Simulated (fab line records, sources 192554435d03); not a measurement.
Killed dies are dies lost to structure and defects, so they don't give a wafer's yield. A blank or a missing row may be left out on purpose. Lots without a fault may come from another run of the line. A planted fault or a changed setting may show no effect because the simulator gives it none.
Split-lot experiment | flow n5_finfet | 7 lots, 21 wafers read, on a route of 1938 steps

THE SPLIT
At N5_GATE_CUT_COAT_27 (time 60 s, resist thk 10 nm), the setting spin_rpm was moved away from the recipe's 1500 rpm on 10 of the 21 wafers read, by -8.4% to +7.1%. The other wafers ran this setting at the recipe's value.

FROM THE SPLIT TO THE READING: what the file shows between them, 6 steps
- N5_GATE_CUT_EXPOSE_10: exposes mask GATE CUT, target cd 20 nm (also split here: dose_mj)
- N5_GATE_CUT_PEB_11: peb time 60 s
- N5_GATE_CUT_DEVELOP_12: develop time 30 s
- N5_GATE_CUT_CD_MEAS_13: target cd 20 nm
- N5_GATE_CUT_DESCUM_18: chemistry O2, time 7 s
- N5_GATE_CUT_ETCH_28: etches underlayer in N2/H2, target depth 13 nm, time 10.4 s

THE READING
CAR-EUV_of_GATE_CUT_COAT_07.thk_nm (the simulator's own value, which no gauge read), in nm, at N5_GATE_CUT_ETCH_36 (etches SiARC in CF4, target depth 13 nm, time 21.7 s). The file gives no usual value for it. The 11 wafers here that ran the recipe average 6.9 nm, standard deviation 0.1 nm.

wafer  | tool, chamber at the split | spin_rpm as run, rpm | against the recipe | CAR-EUV_of_GATE_CUT_COAT_07.thk_nm, nm | against lot-mates on the recipe
L076.3 | litho_track-03, 0          | 1454                 | -3.1%              | 6.8                                    | -0.2
L076.4 | litho_track-03, 0          | 1454                 | -3.1%              | 7                                      | +0.0
L076.6 | litho_track-03, 0          | 1500                 | recipe             | 7                                      | -
L090.1 | litho_track-03, 0          | 1450                 | -3.3%              | 6.8                                    | no lot-mate on the recipe
L090.2 | litho_track-03, 0          | 1450                 | -3.3%              | 6.8                                    | no lot-mate on the recipe
L090.3 | litho_track-03, 0          | 1450                 | -3.3%              | 6.8                                    | no lot-mate on the recipe
L091.1 | litho_track-04, 0          | 1500                 | recipe             | 6.8                                    | -
L091.3 | litho_track-04, 0          | 1408                 | -6.1%              | 6.4                                    | -0.4
L091.6 | litho_track-04, 0          | 1408                 | -6.1%              | 6.4                                    | -0.4
L092.1 | litho_track-02, 0          | 1500                 | recipe             | 7                                      | -
L092.5 | litho_track-02, 0          | 1500                 | recipe             | 7                                      | -
L092.6 | litho_track-02, 0          | 1500                 | recipe             | 7                                      | -
L094.2 | litho_track-04, 0          | 1500                 | recipe             | 6.8                                    | -
L094.3 | litho_track-04, 0          | 1374                 | -8.4%              | 6.2                                    | -0.6
L094.6 | litho_track-04, 0          | 1374                 | -8.4%              | 6.4                                    | -0.4
L095.4 | litho_track-02, 0          | 1500                 | recipe             | 6.8                                    | -
L095.6 | litho_track-02, 0          | 1500                 | recipe             | 6.8                                    | -
L095.5 | litho_track-02, 0          | 1500                 | recipe             | 7                                      | -
L096.1 | litho_track-02, 0          | 1500                 | recipe             | 6.8                                    | -
L096.3 | litho_track-02, 0          | 1500                 | recipe             | 7                                      | -
L096.4 | litho_track-02, 0          | 1607                 | +7.1%              | 7.2                                    | +0.3

THE FIT
A straight line over all 21 wafers: CAR-EUV_of_GATE_CUT_COAT_07.thk_nm changes by +0.0621 nm for each +1% of spin_rpm; r = +0.87; the points scatter about the line by 0.13 nm.
The same after taking each lot's own level away (the mean of its wafers on the recipe; 18 wafers): +0.0553 nm for each +1%; r = +0.93; scatter 0.084 nm.
On that fit, the largest move of spin_rpm shifts the reading by 0.46 nm.
The lots' own levels span 6.80 to 7.00 nm, that is 2.0 times the standard deviation above.
So the lot-to-lot level changes the slope: the two fits differ.
Check: with one of the wafers moved furthest among these (-8.4%) left out of the fit, the line predicts -0.431 nm for it against its lot-mates. It came out at -0.6 nm against them.

OTHER SPLITS ON THESE WAFERS
These wafers also went through other splits before the reading. Each is held against what the fit with the lots' levels taken away leaves over:
other split on the same wafers | wafers away from the commonest value | r with CAR-EUV_of_GATE_CUT_COAT_07.thk_nm (lot level and that fit taken away)
N5_SD_EPI_P_COAT_35 spin_rpm   | 9                                    | +0.15
N5_HKMG_FIN_COAT_41 spin_rpm   | 8                                    | -0.12
N5_GATE_CUT_EXPOSE_10 dose_mj  | 7                                    | +0.43

THE WHOLE CHAIN: every reading that the file lists as answering this split, in the file's order
step                | what it does                                                | reading                                                                                | change (the file's fit)                | r (the file's)
N5_GATE_CUT_COAT_27 | time 60 s, resist thk 10 nm                                 | underlayer_of_GATE_CUT_COAT_27.thk_nm (the simulator's own value, which no gauge read) | -0.0551 nm for each +1% of the setting | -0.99
N5_GATE_CUT_ETCH_28 | etches underlayer in N2/H2, target depth 13 nm, time 10.4 s | etch.depth_nm (the simulator's own value, which no gauge read)                         | -0.0519 nm for each +1% of the setting | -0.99
N5_GATE_CUT_ETCH_36 | etches SiARC in CF4, target depth 13 nm, time 21.7 s        | CAR-EUV_of_GATE_CUT_COAT_07.thk_nm (the simulator's own value, which no gauge read)    | +0.054 nm for each +1% of the setting  | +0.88

THE FILE'S OWN FIT
CAR-EUV_of_GATE_CUT_COAT_07.thk_nm changes by +0.054 nm for each +1% of spin_rpm, r = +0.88.
